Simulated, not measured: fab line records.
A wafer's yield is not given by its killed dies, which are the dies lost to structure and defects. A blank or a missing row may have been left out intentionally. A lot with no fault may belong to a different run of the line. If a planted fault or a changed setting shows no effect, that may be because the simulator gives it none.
8D (eight disciplines) problem report, filled in by code :: flow n5_finfet :: the parts of the form that need people (team, actions taken, sign-off) are left out

== 1. THE PROBLEM ==
Wafers without a fault read 36, standard deviation 10; killed_at_M0_to_M3 at N5_PASSIVATION_PROBE_49 reads a mean of 1115 on 6 wafers belonging to 2 lots. So: +99 or more standard deviations from the usual mean.
Seen first at day 14 01:29 on prober-01, wafer L652.2. The record has a number at this step for 10 wafers belonging to 4 lots. By rule, "out" or "out of limits" means more than 4 standard deviations away from the usual mean. All remaining wafers that have a number are taken as sound.

== 2. WHAT IT IS, WHAT IT ISN'T ==
question: which readings at this step
is: killed_at_M0_to_M3, defect_limited_yield, killed_dies, killed_on_rim, sort_bin_5_function, sort_n_pass, sort_yield_pct
is not: killed_at_contacts, killed_at_front_end, killed_at_other, killed_short

question: which lots
is: L652, L653
is not: L659, L661

question: which wafers of those lots
is: all that have a number
is not: -

question: read on which tools
is: prober-01
is not: -

question: when
is: from day 14 01:29
is not: up to then (0 sound wafers); but 4 sound wafers of L659, L661 came after

== 3. WHAT RULES OUT EACH SUSPECT ==
Counting: a tool at a process step up to the reading stays a suspect if it ran every lot that is out and no sound lot after the first of them.
- rie_diel-01 at N5_BEOL_M1_VIA_ETCH_34 (etches the open film in C4F6/O2, target depth 67.8 nm, time 64.4 s): kept. It ran every lot that is out, first L652 (day 8 00:02), and no sound lot after that.
- prober-01 at N5_PASSIVATION_PROBE_49: ruled out as a lasting fault. After its first lot that is out, L652 (day 14 01:29), sound lots L661, L659 ran on it.
Left after counting: rie_diel-01 at N5_BEOL_M1_VIA_ETCH_34.

== 4. THE CAUSE (what the simulator had put in) ==
Entire step skipped (rie_diel-01, N5_BEOL_M1_VIA_ETCH_34), from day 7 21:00 onward. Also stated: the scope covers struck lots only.
Counting left only this tool.

== 5. THE EFFECT CHAIN, in route order ==
Each row: a reading where the mean over the struck wafers with a number is more than 3 standard deviations away from the usual. Scope: only readings with a usual standard deviation given in the record; hours: median across lots of the time from each lot's start at the first step in this table that gives one to its start at this step; sigmas: change in usual standard deviations.
hours: 0
step: N5_PASSIVATION_PROBE_49
reading: defect_limited_yield
usual: 90.9 %
on struck wafers: 0.0
change: -90.9
sigmas: -61

hours: 0
step: N5_PASSIVATION_PROBE_49
reading: killed_at_M0_to_M3
usual: 36
on struck wafers: 1115
change: +1079
sigmas: +99 or more

hours: 0
step: N5_PASSIVATION_PROBE_49
reading: killed_dies
usual: 108
on struck wafers: 1180
change: +1072
sigmas: +60

hours: 0
step: N5_PASSIVATION_PROBE_49
reading: killed_on_rim
usual: 15
on struck wafers: 152
change: +137
sigmas: +33

hours: 0
step: N5_PASSIVATION_PROBE_49
reading: sort_bin_5_function
usual: 5.4 %
on struck wafers: 96.5
change: +91.1
sigmas: +91

hours: 0
step: N5_PASSIVATION_PROBE_49
reading: sort_n_pass
usual: 1072
on struck wafers: 0
change: -1072
sigmas: -60

hours: 0
step: N5_PASSIVATION_PROBE_49
reading: sort_yield_pct
usual: 90.9 %
on struck wafers: 0.0
change: -90.9
sigmas: -61
Its process steps:
- N5_PASSIVATION_PROBE_49
Readings that are blank on the struck wafers while sound wafers have them: C4F6_flow_sccm at N5_BEOL_M1_VIA_ETCH_34; O2_flow_sccm at N5_BEOL_M1_VIA_ETCH_34; drypump_motor_current_A at N5_BEOL_M1_VIA_ETCH_34; oes_product_au at N5_BEOL_M1_VIA_ETCH_34; rf_vpp_V at N5_BEOL_M1_VIA_ETCH_34; showerhead_plenum_p_Torr at N5_BEOL_M1_VIA_ETCH_34; throttle_valve_pct at N5_BEOL_M1_VIA_ETCH_34.

== 6. HOW IT WOULD HAVE BEEN CAUGHT EARLIER ==
In this record the first reading out of limits was taken at day 14 01:29, 148 hours after the fault began at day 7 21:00.
At N5_BEOL_M1_VIA_ETCH_34 the tool's readings are blank on the struck wafers, where sound wafers have them: an empty tool record is the first sign, and it was there at once.
All the lots that are out (2) had begun N5_BEOL_M1_VIA_ETCH_34 on rie_diel-01 by day 14 01:29. A hold on the tool at that time would have spared none of them.
